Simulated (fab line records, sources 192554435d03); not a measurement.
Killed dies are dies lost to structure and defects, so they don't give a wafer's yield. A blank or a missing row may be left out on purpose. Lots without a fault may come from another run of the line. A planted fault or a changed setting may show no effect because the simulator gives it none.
fab line records | flow n5_finfet
record lots=6 wafers=18 last_day=18
route steps=1938 shown HKMG_FIN@409 BEOL_M4@1111 PASSIVATION@1936
lots that met no fault: from a run of the same line without faults
start_h: hours from the record's first day to the start of the lot's first wafer shown | wait_h: hours since the lot's step before | " the same as in the row above | L1.1+2: a row that stands for several wafers | - no value, or no start given | * or withheld: withheld | < > ~ a bound
route shown NAME@n: a module of which the file shows steps, and the number in the route of the first | usual: mean/standard deviation of fault-free wafers | same: alike in all rows | chamber/n: place in a boat | sites: the reading at each site | _std_site: their standard deviation | _edge_site: outer sites' mean less inner sites' | radius_mm: how far each site lies from the wafer's centre | mask NAME#n: copy n | behind: the tool/chamber that last shaped the wafer | hold: why the lot was held/for how many hours/how that ended | device: the transistor (n, p or np) that didn't switch | end of line: the same wafers' tests at the end of the route | a step without rows: its recipe alone | killed: dies lost to structure and defects at the first sort, not the wafer's yield | map: a wafer's dies, x killed, . not, _ none there
set.NAME: the setting as run; set.NAME@STEP: as run at that earlier step | model.NAME: the simulator's own value behind a step, which no gauge read
lots at some steps of the route; a table a step, a row a wafer
services: from which hour (start_h, from the record's first day; less than 0 if before it) a tool's chamber was out of use, for how many hours, and why
## steps
# step N5_HKMG_FIN_STRIP_60
# recipe chemistry=N2/H2 power_w=2500 temp_c=300 h2_frac=0.65 time_s=360 pressure_mtorr=withheld n2_flow_sccm=1750 h2_flow_sccm=3250
# usual drypump_motor_current_A=5.8/0.34 heater_power_w=482/15
# columns lot.wafer tool chamber start_h wait_h drypump_motor_current_A heater_power_w rf_hours_counter_h
L738.1 plasma_asher-01 1 73.47 0.1 5.9 501 37
L738.5 " 1 " " 5.9 495 -
L738.6 " 0 " " 5.2 467 -
L739.1 plasma_asher-02 0 83.91 0.0 5.7 498 88
L739.2 " 1 " " 6.2 474 88
L739.6 " 1 " " 6.2 472 -
L745.1 plasma_asher-02 1 117.82 0.0 6.2 468 95
L745.3 " 1 " " 6.2 472 -
L745.6 " 0 " " 5.6 500 -
L750.4 plasma_asher-02 1 146.62 0.1 6.2 462 -
L750.5 " 1 " " 6.2 473 -
L750.6 " 0 " " 5.7 501 -
L758.3 plasma_asher-01 1 195.34 0.1 5.9 499 -
L758.5 " 0 " " 5.2 453 -
L758.6 " 1 " " 5.9 493 -
L761.2 plasma_asher-02 0 212.76 0.0 5.7 496 124
L761.3 " 1 " " 6.2 472 -
L761.6 " 1 " " 6.2 475 -
# step N5_HKMG_FIN_WET_ETCH_77
# recipe chemistry=dHCl mix=1:10000 temp_c=25 target=La2O3 stop_on=HfO2 target_depth_nm=2
# step N5_HKMG_FIN_WET_ETCH_78
# recipe chemistry=dNH4OH mix=1:50 temp_c=25 target=Al2O3 stop_on=La2O3 target_depth_nm=4.5 dry=ipa_marangoni rinse_time_s=30 rinse_temp_c=23
# step N5_HKMG_FIN_ALD_79
# recipe material=TiN target_thk_a=15 temp_c=400 ald_precursor_family=TiCl4 ald_co_reactant=NH3 pulse_time_s=1 purge_time_s=3 co_reactant_purge_time_s=2 co_reactant_pulse_time_s=2 ald_cycles=68 pressure_torr=3
# usual ald_cycles=68/0 heater_power_outer_w=514/53 heater_power_w=860/63 precursor_pulse_height_rel=1.001/0.017
# columns lot.wafer tool chamber start_h wait_h ald_cycles heater_power_outer_w heater_power_w precursor_pulse_height_rel
L738.1 ald_metal-02 2 73.96 0.0 68 463 830 0.998
L738.5 " 3 " " 68 583 882 1.005
L738.6 " 2 " " 68 470 814 1.004
L739.1 ald_metal-02 2 84.40 0.0 68 464 798 1.013
L739.2 " 1 " " 68 489 882 0.990
L739.6 " 3 " " 68 592 884 1.010
L745.1 ald_metal-01 0 118.31 0.0 68 627 988 0.991
L745.3 " 2 " " 68 564 926 1.004
L745.6 " 3 " " 68 512 810 0.999
L750.4 ald_metal-04 1 146.99 0.0 68 433 830 1.016
L750.5 " 2 " " 68 619 1019 1.040
L750.6 " 3 " " 68 513 864 0.980
L758.3 ald_metal-02 0 195.71 0.0 68 482 788 1.012
L758.5 " 2 " " 68 475 790 1.016
L758.6 " 1 " " 68 486 904 1.007
L761.2 ald_metal-02 2 213.26 0.0 68 459 815 1.012
L761.3 " 1 " " 68 481 900 1.025
L761.6 " 2 " " 68 472 808 1.010
# step N5_HKMG_FIN_CVD_62
# recipe material=a-Si target_thk_a=30 temp_c=500 precursor=Si2H6 pressure_torr=1 time_s=20.8
# usual heater_power_outer_w=1023/84 heater_power_w=1525/110
# columns lot.wafer tool chamber start_h wait_h heater_power_outer_w heater_power_w
L738.1 thermal_cvd_si-02 1 74.32 0.2 1096 1578
L738.5 " 1 " " 1121 1541
L738.6 " 0 " " 1128 1713
L739.1 thermal_cvd_si-02 0 84.76 0.2 1146 1758
L739.2 " 1 " " 1086 1575
L739.6 " 2 " " 903 1399
L745.1 thermal_cvd_si-02 1 118.67 0.2 1124 1582
L745.3 " 0 " " 1142 1738
L745.6 " 0 " " 1108 1723
L750.4 thermal_cvd_si-02 1 147.40 0.2 1103 1502
L750.5 " 2 " " 904 1422
L750.6 " 0 " " 1122 1745
L758.3 thermal_cvd_si-02 1 196.12 0.2 1118 1575
L758.5 " 0 " " 1144 1731
L758.6 " 1 " " 1096 1588
L761.2 thermal_cvd_si-01 0 213.62 0.2 937 1405
L761.3 " 1 " " 1020 1504
L761.6 " 0 " " 928 1463
# step N5_HKMG_FIN_RTA_80
# recipe temp_c=withheld time_s=2 ambient=N2 idle_temp_c=600 ramp_up_c_per_s=150 ramp_down_c_per_s=60 cool_to_c=600
# step N5_HKMG_FIN_PRECLEAN_64
# recipe chemistry=dHF time_s=30 temp_c=25 dilution=withheld
# step N5_HKMG_FIN_WET_ETCH_65
# recipe chemistry=TMAH temp_c=70 conc_wt_pct=5 target=a-Si stop_on=TiN time_s=49 target_depth_nm=3
# step N5_HKMG_FIN_WET_ETCH_81
# recipe chemistry=SC1 target=TiN stop_on=HfO2 mix=1:1:5 temp_c=60 time_s=57 target_depth_nm=6
# step N5_HKMG_FIN_WET_ETCH_82
# recipe chemistry=dHCl mix=1:10000 temp_c=25 target=La2O3 stop_on=HfO2 target_depth_nm=2 dry=ipa_marangoni rinse_time_s=30 rinse_temp_c=23
# step N5_HKMG_FIN_ALD_36
# recipe material=TiN target_thk_a=10 temp_c=400 ald_precursor_family=TiCl4 ald_co_reactant=NH3 pulse_time_s=1 purge_time_s=3 co_reactant_purge_time_s=2 co_reactant_pulse_time_s=2 ald_cycles=47 pressure_torr=3
# usual ald_cycles=47/0 heater_power_outer_w=527/60 heater_power_w=879/67 precursor_pulse_height_rel=1.002/0.022
# columns lot.wafer tool chamber start_h wait_h ald_cycles heater_power_outer_w heater_power_w precursor_pulse_height_rel
L738.1 ald_metal-04 1 74.72 0.0 47 442 841 1.014
L738.5 " 3 " " 47 528 877 1.015
L738.6 " 2 " " 47 612 986 1.019
L739.1 ald_metal-02 3 85.16 0.0 47 585 898 1.022
L739.2 " 2 " " 47 463 800 0.970
L739.6 " 1 " " 47 483 914 1.025
L745.1 ald_metal-02 1 119.07 0.0 47 482 897 0.988
L745.3 " 2 " " 47 459 802 1.027
L745.6 " 1 " " 47 493 888 1.013
L750.4 ald_metal-01 1 147.77 0.0 47 561 915 1.025
L750.5 " 0 " " 47 636 973 1.012
L750.6 " 3 " " 47 516 844 0.974
L758.3 ald_metal-04 2 196.78 0.0 47 595 1010 1.012
L758.5 " 2 " " 47 603 1017 1.024
L758.6 " 1 " " 47 447 819 1.040
L761.2 ald_metal-01 2 214.05 0.0 47 563 952 1.005
L761.3 " 0 " " 47 634 945 1.045
L761.6 " 3 " " 47 494 830 1.023
# step N5_HKMG_FIN_THK_MEAS_70
# recipe thk_meas_gauge=xrf reads=HfO2_of_HKMG_FIN_HK_ALD_01
# usual HK_THK=1.570/0.02
# columns lot.wafer tool chamber start_h wait_h HK_THK[nm]
L738.1 film_metro-02 - 75.00 0.2 1.590
L738.5 " - " " 1.561
L738.6 " - " " 1.582
L739.1 film_metro-02 - 85.44 0.2 1.543
L739.2 " - " " 1.571
L739.6 " - " " 1.594
L745.1 film_metro-02 - 119.35 0.2 1.607
L745.3 " - " " 1.554
L745.6 " - " " 1.523
L750.4 film_metro-02 - 148.05 0.2 1.570
L750.5 " - " " 1.554
L750.6 " - " " 1.555
L758.3 film_metro-02 - 197.06 0.2 1.553
L758.5 " - " " 1.587
L758.6 " - " " 1.548
L761.2 film_metro-02 - 214.33 0.2 1.581
L761.3 " - " " 1.586
L761.6 " - " " 1.552
# step N5_HKMG_FIN_PWFM_ALD_03
# recipe material=TiN target_thk_a=20 temp_c=400 ald_precursor_family=TiCl4 ald_co_reactant=NH3 pulse_time_s=1 purge_time_s=3 co_reactant_purge_time_s=2 co_reactant_pulse_time_s=2 ald_cycles=91 pressure_torr=3
# usual ald_cycles=91/0 heater_power_outer_w=535/59 heater_power_w=887/67 precursor_pulse_height_rel=1.004/0.021
# columns lot.wafer tool chamber start_h wait_h ald_cycles heater_power_outer_w heater_power_w precursor_pulse_height_rel
L738.1 ald_metal-01 0 75.03 0.0 91 647 1001 1.013
L738.5 " 1 " " 91 567 874 0.998
L738.6 " 0 " " 91 626 972 1.009
L739.1 ald_metal-04 1 85.48 0.0 91 444 836 1.018
L739.2 " 3 " " 91 514 857 0.995
L739.6 " 1 " " 91 436 828 1.000
L745.1 ald_metal-04 0 119.39 0.0 83 505 878 0.983
L745.3 " 2 " " 91 603 992 1.016
L745.6 " 0 " " 83 500 825 0.961
L750.4 ald_metal-04 2 148.09 0.0 91 603 991 1.004
L750.5 " 0 " " 83 507 816 0.988
L750.6 " 3 " " 91 503 855 0.964
L758.3 ald_metal-02 0 197.10 0.0 91 475 793 1.002
L758.5 " 2 " " 91 466 808 1.003
L758.6 " 1 " " 91 485 895 0.969
L761.2 ald_metal-02 1 214.37 0.0 91 486 934 1.010
L761.3 " 3 " " 91 581 891 0.993
L761.6 " 3 " " 91 584 864 1.021
# step N5_HKMG_FIN_COAT_29
# recipe resist=SOC temp_c=250 time_s=60 spin_rpm=1500 resist_thk_nm=300
# step N5_BEOL_M4_RC_MEAS_101
# usual DIBL_N=35.8/1.8 DIBL_P=35.9/2.2 IOFF_N=0.16/0.035 IOFF_P=0.21/0.04 ION_N=672/11 ION_P=461/7.4 SS_N=71.4/0.64 SS_P=73.2/0.67 VT_N=250/3.5 VT_P=-251/3.4
# columns lot.wafer tool chamber start_h wait_h DIBL_N[mV/V] DIBL_P[mV/V] IOFF_N[nA/um] IOFF_P[nA/um] ION_N[uA/um] ION_P[uA/um] SS_N[mV/dec] SS_P[mV/dec] VT_N[mV] VT_P[mV]
L738.1 prober-02 0 163.50 0.0 37.3 37.3 0.19 0.20 682 456 72.2 73.5 249 -251
L738.5 " 0 " " 38.2 38.1 0.22 0.22 680 455 72.3 73.1 244 -251
L738.6 " 0 " " 36.5 36.5 0.16 0.19 674 456 72.4 73.5 248 -254
L739.1 prober-01 0 183.10 0.0 34.2 35.4 0.17 0.23 678 466 71.7 73.4 246 -246
L739.2 " 0 " " 36.1 37.3 0.19 0.24 678 467 72.5 73.3 247 -248
L739.6 " 0 " " 35.5 36.5 0.19 0.24 685 472 71.4 72.6 246 -247
L745.1 prober-01 0 209.06 0.0 39.2 39.8 0.21 0.22 683 461 72.4 74.1 247 -255
L745.3 " 0 " " 35.0 34.5 0.13 0.18 677 461 71.0 72.1 253 -249
L745.6 " 0 " " 35.9 35.9 0.14 0.16 664 454 72.0 72.6 251 -260
L750.4 prober-02 0 251.51 0.5 35.0 34.2 0.12 0.18 650 452 70.9 73.1 256 -254
L750.5 " 0 " " 33.5 32.6 0.11 0.13 661 444 70.9 72.0 252 -260
L750.6 " 0 " " 36.3 36.6 0.15 0.22 666 458 70.8 73.9 252 -249
L758.3 prober-02 0 282.87 0.3 34.8 35.0 0.14 0.20 655 460 71.7 72.7 256 -249
L758.5 " 0 " " 36.0 36.0 0.17 0.22 664 463 72.4 73.0 249 -250
L758.6 " 0 " " 40.3 42.1 0.28 0.34 690 467 73.0 75.1 241 -245
L761.2 prober-02 0 311.90 0.2 34.7 34.3 0.12 0.19 668 464 71.0 72.5 252 -254
L761.3 " 0 " " 34.1 33.1 0.11 0.17 656 458 71.3 72.1 254 -255
L761.6 " 0 " " 32.9 32.5 0.10 0.17 659 462 70.3 72.9 254 -253
# step N5_PASSIVATION_PROBE_49
# usual defect_limited_yield=91.0/1.5 killed_at_M0_to_M3=34/9.1 killed_at_M4_up=14/5.7 killed_at_contacts=13/5.7 killed_at_front_end=42/12 killed_at_other=4/3.4 killed_dies=106/17 killed_open=70/13 killed_short=34/7.5 sort_bin_4_leakage=0.00/0.014 sort_bin_5_function=5.2/0.94 sort_bin_6_memory=3.4/0.69 sort_n_pass=1074/17 sort_yield_pct=91.0/1.5
# same gross_dies=1180 killed_at_back_side=0 sort_bin_8_speed[%]=0
# columns lot.wafer tool chamber start_h wait_h defect_limited_yield[%] killed_at_M0_to_M3 killed_at_M4_up killed_at_contacts killed_at_front_end killed_at_other killed_dies killed_open killed_short sort_bin_4_leakage[%] sort_bin_5_function[%] sort_bin_6_memory[%] sort_n_pass sort_yield_pct[%]
L738.1 prober-01 - 270.85 0.0 92.8 35 13 8 27 2 85 54 28 0 4.2 2.8 1095 92.8
L738.5 prober-01 - 271.05 0.2 92.0 22 23 14 33 2 94 59 30 0 4.2 3.3 1086 92.0
L738.6 prober-01 - 271.10 0.3 93.4 32 8 10 27 1 78 52 21 0 3.4 3.1 1102 93.4
L739.1 prober-02 - 289.56 0.0 92.8 39 16 5 25 0 85 60 23 0 3.8 3.1 1095 92.8
L739.2 prober-02 - 289.61 0.1 91.9 37 21 9 26 3 96 68 25 0 4.4 3.5 1084 91.9
L739.6 prober-02 - 289.81 0.3 89.8 43 27 10 40 0 120 88 29 0 6.0 3.7 1060 89.8
L750.4 prober-01 - 351.71 0.2 90.5 32 16 16 47 1 112 77 34 0 5.3 3.9 1068 90.5
L750.5 prober-01 - 351.76 0.2 92.9 20 15 10 38 1 84 57 26 0 4.1 2.8 1096 92.9
L750.6 prober-01 - 351.81 0.3 91.9 31 15 11 37 2 96 69 26 0 4.8 3.3 1084 91.9
L761.2 prober-01 - 421.86 0.1 91.8 34 13 14 33 3 97 72 23 0 5.1 2.9 1083 91.8
L761.3 prober-01 - 421.91 0.1 90.3 30 15 18 51 1 115 73 36 0 5.4 3.8 1065 90.3
L761.6 prober-01 - 422.06 0.3 92.2 35 15 15 27 0 92 65 21 0 4.8 2.6 1088 92.2
# killed by level:class
L738.1 BEOL_M0_SAQP:geometric_particle:short=8 BEOL_M1:geometric_particle:open=8 STI_FIN_REVEAL:geometric_particle:open=7 DUMMY_GATE:geometric_particle:short=7 MOL_CONTACT_COAG:geometric_particle:open=7 BEOL_M4:geometric_particle:open=7 BEOL_M2:geometric_particle:open=7 BEOL_M3:geometric_particle:open=4
L738.5 MOL_CONTACT_COAG:geometric_particle:open=10 BEOL_M4:geometric_particle:open=9 BEOL_M0_SAQP:geometric_particle:open=8 STI_FIN_REVEAL:geometric_particle:open=7 BEOL_M0_SAQP:geometric_particle:short=5 FIN_SAQP:geometric_particle:short=4 MOL_CONTACT_COAG:geometric_particle:short=4 STARTING-WAFER:geometric_particle:short=4
L738.6 BEOL_M2:geometric_particle:open=9 MOL_CONTACT_COAG:geometric_particle:open=8 DUMMY_GATE:geometric_particle:open=7 FIN_SAQP:geometric_particle:open=6 BEOL_M0_SAQP:geometric_particle:short=6 BEOL_M0_SAQP:geometric_particle:open=6 BEOL_M1:geometric_particle:open=6 DUMMY_GATE:geometric_particle:short=4
L739.1 BEOL_M1:geometric_particle:open=10 STI_FIN_REVEAL:geometric_particle:open=9 BEOL_M0_SAQP:geometric_particle:short=8 BEOL_M0_SAQP:geometric_particle:open=7 BEOL_M4:geometric_particle:open=7 FIN_SAQP:geometric_particle:open=6 BEOL_M2:geometric_particle:open=6 FIN_SAQP:geometric_particle:short=3
L739.2 BEOL_M4:geometric_particle:open=14 STI_FIN_REVEAL:geometric_particle:open=9 BEOL_M0_SAQP:geometric_particle:open=9 BEOL_M1:geometric_particle:open=9 MOL_CONTACT_COAG:geometric_particle:open=8 BEOL_M0_SAQP:geometric_particle:short=6 BEOL_M2:geometric_particle:open=4 STARTING-WAFER:geometric_particle:open=4
L739.6 BEOL_M4:geometric_particle:open=22 STI_FIN_REVEAL:geometric_particle:open=18 BEOL_M1:geometric_particle:open=10 BEOL_M0_SAQP:geometric_particle:short=8 BEOL_M0_SAQP:geometric_particle:open=8 BEOL_M2:geometric_particle:open=7 MOL_CONTACT_COAG:geometric_particle:open=7 FIN_SAQP:geometric_particle:open=4
L750.4 MOL_CONTACT_COAG:geometric_particle:open=14 BEOL_M0_SAQP:geometric_particle:open=12 STI_FIN_REVEAL:geometric_particle:open=11 FIN_SAQP:geometric_particle:open=7 BEOL_M0_SAQP:geometric_particle:short=7 FIN_SAQP:geometric_particle:short=6 GATE_CUT:geometric_particle:short=5 GATE_CUT:geometric_particle:open=5
L750.5 STI_FIN_REVEAL:geometric_particle:open=9 GATE_CUT:geometric_particle:short=9 MOL_CONTACT_COAG:geometric_particle:open=9 BEOL_M3:geometric_particle:open=7 BEOL_M4:geometric_particle:open=6 BEOL_M2:geometric_particle:open=5 FIN_SAQP:geometric_particle:short=4 DUMMY_GATE:geometric_particle:open=4
L750.6 MOL_CONTACT_COAG:geometric_particle:open=9 STI_FIN_REVEAL:geometric_particle:open=8 GATE_CUT:geometric_particle:short=7 BEOL_M0_SAQP:geometric_particle:short=7 BEOL_M0_SAQP:geometric_particle:open=7 GATE_CUT:geometric_particle:open=6 BEOL_M2:geometric_particle:open=5 BEOL_M3:geometric_particle:open=5
L761.2 BEOL_M2:geometric_particle:open=13 FIN_SAQP:geometric_particle:open=10 MOL_CONTACT_COAG:geometric_particle:open=10 FIN_SAQP:geometric_particle:short=7 BEOL_M1:geometric_particle:open=7 BEOL_M0_SAQP:geometric_particle:open=5 STI_FIN_REVEAL:geometric_particle:open=4 MOL_CONTACT_COAG:geometric_particle:short=4
L761.3 MOL_CONTACT_COAG:geometric_particle:open=16 BEOL_M2:geometric_particle:open=10 ILD0:geometric_particle:open=9 BEOL_M0_SAQP:geometric_particle:short=8 STI_FIN_REVEAL:geometric_particle:open=7 STI_FIN_REVEAL:geometric_particle:short=6 BEOL_M4:geometric_particle:open=6 BEOL_M0_SAQP:geometric_particle:open=5
L761.6 MOL_CONTACT_COAG:geometric_particle:open=12 BEOL_M3:geometric_particle:open=11 BEOL_M4:geometric_particle:open=9 BEOL_M2:geometric_particle:open=7 BEOL_M0_SAQP:geometric_particle:short=5 BEOL_M1:geometric_particle:open=5 FIN_SAQP:geometric_particle:open=4 HKMG_FIN:area_etch=4
## services
# columns tool chamber start_h hours kind
ald_metal-02 - 53.55 0.4 repair
ald_metal-04 1 64.09 4.9 repair
plasma_asher-02 - 67.08 8.9 repair
ald_metal-02 - 81.83 0.4 repair
plasma_asher-01 - 100.83 17.6 repair
thermal_cvd_si-01 - 102.14 2.8 pm
ald_metal-02 0 113.42 16.1 repair
thermal_cvd_si-02 - 134.61 0.9 repair
plasma_asher-01 - 144.23 41.7 repair
thermal_cvd_si-02 - 156.52 0.7 repair
ald_metal-02 2 165.51 13.3 repair
ald_metal-02 3 190.10 6.9 repair
thermal_cvd_si-02 2 193.28 13.2 repair
ald_metal-04 - 204.05 1.2 repair
ald_metal-02 - 208.27 0.6 repair
ald_metal-04 - 208.64 6.0 pm
## key
first_sign step=N5_HKMG_FIN_PWFM_ALD_03 reading=ald_cycles direction=down sigmas=99+ usual=* struck=*
effect step=N5_BEOL_M4_RC_MEAS_101 reading=VT_P direction=down sigmas=2.2 usual=-251 struck=-258
met_at N5_HKMG_FIN_PWFM_ALD_03
struck_wafers L745.1,L745.6,L750.5
fault kind=process_parameter_drift tool=ald_metal-04 chamber=0 onset_h=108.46 steps=N5_HKMG_FIN_PWFM_ALD_03 channel=ald_cycles offset=* shape=step end_h=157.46 acts_in=* stated=*
